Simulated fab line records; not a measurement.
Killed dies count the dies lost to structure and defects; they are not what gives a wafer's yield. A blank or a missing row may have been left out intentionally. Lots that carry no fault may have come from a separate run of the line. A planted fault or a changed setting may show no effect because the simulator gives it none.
Chamber matching / flow n5Finfet / pecvd-03 running N5_BEOL_M12_DEP_53: 3 sister chambers
The step deposits SiCN from 3MS/NH3, target thk 30 nm, time 10.5 s. 3 wafers are shown with their chamber, then 11 later ones without.

== WAFERS PAIRED WITH THEIR CHAMBERS ==
wafer=L086.2; chamber=1; showerheadPlenumPTorr (Torr)=4.118
wafer=L086.6; chamber=2; showerheadPlenumPTorr (Torr)=4.153
wafer=L087.2; chamber=0; showerheadPlenumPTorr (Torr)=4.152

== WAFERS MISSING THEIR CHAMBER ==
wafer=L087.3; showerheadPlenumPTorr (Torr)=4.171
wafer=L087.6; showerheadPlenumPTorr (Torr)=4.159
wafer=L094.1; showerheadPlenumPTorr (Torr)=4.144
wafer=L094.2; showerheadPlenumPTorr (Torr)=4.112
wafer=L094.3; showerheadPlenumPTorr (Torr)=4.145
wafer=L094.4; showerheadPlenumPTorr (Torr)=4.155
wafer=L094.5; showerheadPlenumPTorr (Torr)=4.124
wafer=L094.6; showerheadPlenumPTorr (Torr)=4.152
wafer=L093.1; showerheadPlenumPTorr (Torr)=4.161
wafer=L093.5; showerheadPlenumPTorr (Torr)=4.115
wafer=L093.6; showerheadPlenumPTorr (Torr)=4.155

== WHICH CHAMBER EACH ONE RAN IN ==
wafer=L087.3; from the rows above=can't be placed: 2 or 0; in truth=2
wafer=L087.6; from the rows above=can't be placed: 2 or 0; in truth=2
wafer=L094.1; from the rows above=can't be placed: 0 or 2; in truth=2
wafer=L094.2; from the rows above=1; in truth=1
wafer=L094.3; from the rows above=can't be placed: 0 or 2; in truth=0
wafer=L094.4; from the rows above=can't be placed: 2 or 0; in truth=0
wafer=L094.5; from the rows above=1; in truth=1
wafer=L094.6; from the rows above=can't be placed: 0 or 2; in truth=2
wafer=L093.1; from the rows above=can't be placed: 2 or 0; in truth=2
wafer=L093.5; from the rows above=1; in truth=1
wafer=L093.6; from the rows above=can't be placed: 2 or 0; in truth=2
3 of 11 placed correctly. Unplaceable from these rows: 8, with the true chamber sitting among the candidates in 8. 0 placed wrongly.
How it was worked out, from the rows above alone: a wafer's distance from a chamber is the root of the sum, over the readings, of the square of ((its reading less the chamber's mean) divided by the reading's scatter). If the next closest chamber is less than 2 further off than the closest, the wafer can't be placed; otherwise it belongs to the closest. For every chamber, the mean is computed from those of its wafers that are shown. The scatter (one wafer shown for each chamber): square how far every hidden wafer sits from the nearest shown wafer, average those squares and take the square root.
